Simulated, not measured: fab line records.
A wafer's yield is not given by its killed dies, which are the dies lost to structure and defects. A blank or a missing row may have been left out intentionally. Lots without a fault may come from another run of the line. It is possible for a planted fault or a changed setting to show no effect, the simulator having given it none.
Code-filled problem report in 8D (eight disciplines) form -- flow n5Finfet -- the parts of the form that need people (team, actions taken, sign-off) are left out

1. PROBLEM STATEMENT
Mean of trenchDepthNm at N5_BEOL_M8_OCD_MEAS_38: 39.4 nm over 2 wafers from 1 lot, against 93.7 nm (standard deviation 1.1) on wafers with no fault. That puts it -49 standard deviations away from the usual mean.
First observed at day 13 08:30: wafer L777.2, on ocd-01. The record has a number at this step for 21 wafers belonging to 7 lots. Rule for "out" (also "out of limits"): further than 4 standard deviations from the usual mean. The rest of the wafers with a number are treated as sound.

2. WHAT THIS IS AND IS NOT
question,is,is not
which readings at this step,trenchDepthNm,-
which lots,L777,"L760, L765, L767, L781, L782, L783"
which wafers of those lots,"L777.2, L777.6",L777.5
read on which gauges,ocd-01,ocd-02
when,from day 13 08:30,"up to then (10 sound wafers); but 9 sound wafers of L781, L782, L783 came after"

3. THE SUSPECTS, EACH WITH WHAT RULES IT OUT
Counting: any tool at a process step up to the reading remains a suspect provided it ran every lot that is out. Sound lots after the first of them don't rule it out here, since some wafers of a struck lot are sound.
- ruled out: the gauge at N5_BEOL_M8_OCD_MEAS_38. All the wafers that are out were read on ocd-01, but those of them that N5_BEOL_M8_VIA_ETCH_34 has rows for are out there too, on other tools.
- rieMetal-01 at N5_BEOL_M8_HM_OPEN_17 (chemistry Cl2/BCl3, target TiN, target depth 20 nm, overetch 6 nm): kept. L777, the lot that is out, went through it at day 13 06:15; up to then, the latest sound lot through it was L767 at day 10 20:07.
- rieDiel-02 at N5_BEOL_M8_DESCUM_33 (chemistry O2, time 7 s): kept. L777, the lot that is out, went through it at day 13 08:04; up to then, the latest sound lot through it was L767 at day 10 21:09.
- rieDiel-02 at N5_BEOL_M8_ETCH_65 (etches SiARC in CF4, target depth 15.6 nm, time 26 s): kept. L777, the lot that is out, went through it at day 13 08:07; up to then, the latest sound lot through it was L767 at day 10 21:12.
- rieDiel-02 at N5_BEOL_M8_VIA_ETCH_34 (etches SiCOH lowk in C4F6/O2, target depth 125.5 nm, time 50.5 s): kept. L777, the lot that is out, went through it at day 13 08:15; up to then, the latest sound lot through it was L767 at day 10 21:20. Out on those wafers are its own readings of oesProductAu.
- At N5_BEOL_M8_HM_OPEN_17 on rieMetal-01, chamber 1 took the sound wafers of the same lots and chamber 0 took the wafers that are out.
Left after counting: rieMetal-01 at N5_BEOL_M8_HM_OPEN_17, rieDiel-02 at N5_BEOL_M8_DESCUM_33, rieDiel-02 at N5_BEOL_M8_ETCH_65, rieDiel-02 at N5_BEOL_M8_VIA_ETCH_34.

4. THE CAUSE (what the simulator had put in)
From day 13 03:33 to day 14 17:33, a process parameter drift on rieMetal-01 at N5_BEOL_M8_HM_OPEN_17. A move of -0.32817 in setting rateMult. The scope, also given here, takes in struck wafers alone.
Of the 4 suspects that counting leaves, this tool is one.

5. THE CHAIN OF EFFECTS, in route order
Each row: a reading where the mean over the struck wafers with a number is more than 3 standard deviations away from the usual. Only readings whose record carries a usual standard deviation are examined. hours: median over the lots of the time between each lot's start at the first step of this table that gives one and its start at this step. sigmas: the change, counted in usual standard deviations.
hours,step,reading,usual,on struck wafers,change,sigmas
0,N5_BEOL_M8_VIA_ETCH_34,oesProductAu,0.84 a.u.,0.51,-0.33,-4.5
0,N5_BEOL_M8_OCD_MEAS_38,trenchDepthNm,93.7 nm,39.4,-54.3,-49
79,N5_PASSIVATION_PROBE_49,defectLimitedYield,91.1 %,37.5,-53.6,-36
79,N5_PASSIVATION_PROBE_49,killed_at_M4_up,13,662,+650,+99 or more
79,N5_PASSIVATION_PROBE_49,killedDies,106,738,+632,+37
79,N5_PASSIVATION_PROBE_49,sort_bin_5_function,5.3 %,59.8,+54.5,+57
79,N5_PASSIVATION_PROBE_49,sortNPass,1074,442,-632,-37
79,N5_PASSIVATION_PROBE_49,sortYieldPct,91.1 %,37.5,-53.6,-36
It contains these process steps:
- N5_BEOL_M8_VIA_ETCH_34: etches SiCOH lowk in C4F6/O2, target depth 125.5 nm, time 50.5 s.
- N5_PASSIVATION_PROBE_49
Readings that are blank on the struck wafers while sound wafers have them: M8_THK at N5_BEOL_M8_THK_MEAS_53; M8_RS at N5_BEOL_M8_RS_MEAS_57.

6. HOW IT WOULD HAVE BEEN CAUGHT EARLIER
The first out-of-limits reading at a measuring or inspecting step in this record came at day 13 08:30, 5 hours after the fault's start at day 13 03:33.
Tool readings at N5_BEOL_M8_HM_OPEN_17 with a usual standard deviation given in the record: none out on any struck wafer, hence no alarm at a limit of 4 standard deviations on them.
Each of the lots that are out, 1 in all, had begun N5_BEOL_M8_HM_OPEN_17 on rieMetal-01 no later than day 13 08:30. Had the tool been put on hold then, not one of them would have been saved.
